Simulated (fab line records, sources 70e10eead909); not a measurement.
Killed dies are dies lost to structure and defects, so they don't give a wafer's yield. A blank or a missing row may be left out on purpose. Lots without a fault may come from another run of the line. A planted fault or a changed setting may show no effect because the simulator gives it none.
Which tool did it? | flow nand_harc | 13 lots, 39 wafers sampled, at 6 steps of a route of 1302

WHAT THE GAUGES READ, wafer by wafer
NHARC_P_ZERO_WELL_CD_MEAS_37: target cd 720 nm.
lot  | measured    | on        | cd_nm (nm)
L387 | day 2 00:13 | cd_sem-02 | 721.4 716.8 721.3
L388 | day 2 10:14 | cd_sem-03 | 717.3 715.8 715.8
L389 | day 2 20:14 | cd_sem-03 | 721.0 721.2 719.9
L390 | day 3 06:06 | cd_sem-01 | 714.7 718.0 717.3
L392 | day 4 02:57 | cd_sem-02 | 716.8 721.7 719.6
L394 | day 4 22:16 | cd_sem-02 | 719.9 719.6 721.9
L395 | day 5 10:31 | cd_sem-03 | 721.4 719.1 721.4
L397 | day 6 04:05 | cd_sem-01 | 717.3 717.9 716.1
L398 | day 6 13:59 | cd_sem-02 | 718.7 721.6 719.6
L399 | day 7 00:06 | cd_sem-02 | 721.3 719.3 719.1
L400 | day 7 10:30 | cd_sem-03 | 719.7 719.1 719.3
L402 | day 8 06:01 | cd_sem-03 | 721.8 718.6 719.6
L403 | day 8 16:16 | cd_sem-02 | 719.8 717.5 718.3

NHARC_P_STI_INSPECT_25.
lot  | measured     | on                | raw_defect_count
L387 | day 4 03:16  | defect_inspect-02 | 118 161 181
L388 | day 4 07:31  | defect_inspect-02 | 250 189 175
L389 | day 4 17:07  | defect_inspect-01 | 298 199 98
L390 | day 5 05:53  | defect_inspect-02 | 180 264 152
L392 | day 6 03:41  | defect_inspect-02 | 236 213 213
L394 | day 6 18:10  | defect_inspect-02 | 133 107 158
L395 | day 7 13:11  | defect_inspect-02 | 247 332 258
L397 | day 8 04:15  | defect_inspect-01 | 185 217 209
L398 | day 8 10:33  | defect_inspect-02 | 239 193 254
L399 | day 8 23:04  | defect_inspect-02 | 335 283 290
L400 | day 10 00:01 | defect_inspect-02 | 156 229 176
L402 | day 10 00:01 | defect_inspect-02 | 126 199 105
L403 | day 10 17:24 | defect_inspect-01 | 348 204 257

NHARC_P_GATE_CD_MEAS_11: target cd 1640 nm.
lot  | measured     | on        | cd_nm (nm)
L387 | day 4 11:45  | cd_sem-01 | 1640.7 1640.1 1641.6
L388 | day 4 16:04  | cd_sem-03 | 1640.6 1635.5 1640.9
L389 | day 5 01:44  | cd_sem-01 | 1639.8 1637.0 1640.7
L390 | day 5 14:37  | cd_sem-02 | 1640.8 1642.6 1640.0
L392 | day 6 13:43  | cd_sem-02 | 1640.2 1638.7 1639.2
L394 | day 7 05:35  | cd_sem-02 | 1637.2 1638.5 1637.8
L395 | day 7 21:38  | cd_sem-03 | 1639.0 1639.9 1637.1
L397 | day 8 13:04  | cd_sem-02 | 1637.8 1640.2 1638.6
L398 | day 8 19:17  | cd_sem-03 | 1639.1 1637.0 1639.2
L399 | day 9 07:24  | cd_sem-01 | 1640.4 1640.3 1640.8
L400 | day 10 08:22 | cd_sem-01 | - - -
L402 | day 10 08:20 | cd_sem-02 | 1635.4 1638.2 1634.4
L403 | day 11 01:52 | cd_sem-02 | 1638.8 1636.1 1637.1

NHARC_END_SORT_01.
lot  | measured     | on        | killed_at_array | killed_at_other | killed_at_periphery | killed_dies | killed_open | killed_short
L400 | day 30 11:14 | prober-02 | 77 65 65        | 0 0 0           | 600 612 612         | 677 677 677 | 4 1 2       | 1 0 7

WHICH TOOL RAN EACH LOT (tool, then ch and the chambers of the sampled wafers, then the start)
lot  | NHARC_P_STI_CMP_21            | NHARC_P_GATE_EXPOSE_08
L387 | cmp-04 ch 2,3, day 3 18:48    | krf_scanner-03 ch 0, day 4 11:36
L388 | cmp-04 ch 0,2,3, day 3 23:17  | krf_scanner-03 ch 0, day 4 15:55
L389 | cmp-03 ch 1,2,3, day 4 08:50  | krf_scanner-03 ch 0, day 5 01:35
L390 | cmp-04 ch 0,1,2, day 4 21:30  | krf_scanner-02 ch 0, day 5 14:27
L392 | cmp-03 ch 1,3, day 5 19:25    | krf_scanner-02 ch 0, day 6 13:34
L394 | cmp-02 ch 1,2,3, day 6 09:43  | krf_scanner-02 ch 0, day 7 05:25
L395 | cmp-02 ch 2,3, day 7 02:04    | krf_scanner-04 ch 0, day 7 21:29
L397 | cmp-02 ch 1,2,3, day 7 18:40  | krf_scanner-04 ch 0, day 8 12:55
L398 | cmp-04 ch 1,2, day 8 02:39    | krf_scanner-02 ch 0, day 8 19:08
L399 | cmp-03 ch 0,1,3, day 8 15:19  | krf_scanner-02 ch 0, day 9 07:15
L400 | cmp-04 ch 1,2,3, day 9 15:13  | krf_scanner-04 ch 0, day 10 08:13
L402 | cmp-03 ch 0,1, day 9 18:23    | krf_scanner-04 ch 0, day 10 08:10
L403 | cmp-04 ch 0,1,3, day 10 08:10 | krf_scanner-03 ch 0, day 11 01:43
- NHARC_P_STI_CMP_21: polishes, t overpolish 20 s, target thk 380.67 nm.
- NHARC_P_GATE_EXPOSE_08: exposes mask P HV.

WHAT THE TOOLS THEMSELVES READ (means of the sampled wafers that have a number; where no wafer has one, the mark that the record gives instead)
NHARC_P_STI_CMP_21.
lot  | tool   | motor_current_A (A) | overpolish_run_s (s) | retaining_ring_pressure_frac
L387 | cmp-04 | 12.8                | 19.996               | 0.997
L388 | cmp-04 | 12.6                | 20.002               | 1.001
L389 | cmp-03 | 11.2                | 20.001               | 1.002
L390 | cmp-04 | 13.3                | 20.001               | 1.000
L392 | cmp-03 | 12.1                | 20.002               | 0.997
L394 | cmp-02 | 11.7                | 19.999               | 1.000
L395 | cmp-02 | 12.1                | 20.003               | 0.999
L397 | cmp-02 | 12.1                | 19.998               | 0.995
L398 | cmp-04 | 14.1                | 20.008               | 0.995
L399 | cmp-03 | 11.4                | 19.999               | 0.997
L400 | cmp-04 | 13.3                | 20.005               | 0.997
L402 | cmp-03 | 10.6                | 20.005               | 1.001
L403 | cmp-04 | 13.1                | 20.001               | 0.998

NHARC_P_GATE_EXPOSE_08.
lot  | tool           | focus_offset_nm (nm)
L387 | krf_scanner-03 | 0.1
L388 | krf_scanner-03 | -0.3
L389 | krf_scanner-03 | -0.2
L390 | krf_scanner-02 | 0.1
L392 | krf_scanner-02 | -0.6
L394 | krf_scanner-02 | -0.1
L395 | krf_scanner-04 | 0.5
L397 | krf_scanner-04 | 0.2
L398 | krf_scanner-02 | -0.2
L399 | krf_scanner-02 | 0.5
L400 | krf_scanner-04 | -0.2
L402 | krf_scanner-04 | 0.3
L403 | krf_scanner-03 | 0.2

THE ANSWER, worked out from the rows above alone
Rule: what is usual is taken from the lots themselves. Put in order of their means at a reading, lots are off if they are a third of the lots or fewer, leave a main group of 4 or more, and stand apart from it by a gap of 3 or more times the standard deviation of the main group's means; of several such gaps the widest counts. A main group whose means are all the same, to the digits that the tables above print for the reading, isn't used. A lot without any number at a reading at which 4 lots or more have one is off too. The other lots that the step has rows for count as sound. The gauges are gone through in route order, then the tools' own readings, and for those a lot's mean is taken as printed above. The first step at which some lot is off is used, and at that step the reading that is off furthest; a lot without a number counts as furthest.
Off: L400, at NHARC_P_GATE_CD_MEAS_11 (cd_nm). Without a number there: L400. The main group: mean 1638.9 nm, standard deviation 1.4.
A tool fits if, at a process step before that reading, it ran every lot that is off, and no sound lot after the first of them. The gauges at NHARC_P_GATE_CD_MEAS_11 are tried like those tools. Can't be told from this: 2 tools fit, krf_scanner-04 at NHARC_P_GATE_EXPOSE_08, cd_sem-01 at NHARC_P_GATE_CD_MEAS_11.

WHAT THE SIMULATOR HAD PUT IN
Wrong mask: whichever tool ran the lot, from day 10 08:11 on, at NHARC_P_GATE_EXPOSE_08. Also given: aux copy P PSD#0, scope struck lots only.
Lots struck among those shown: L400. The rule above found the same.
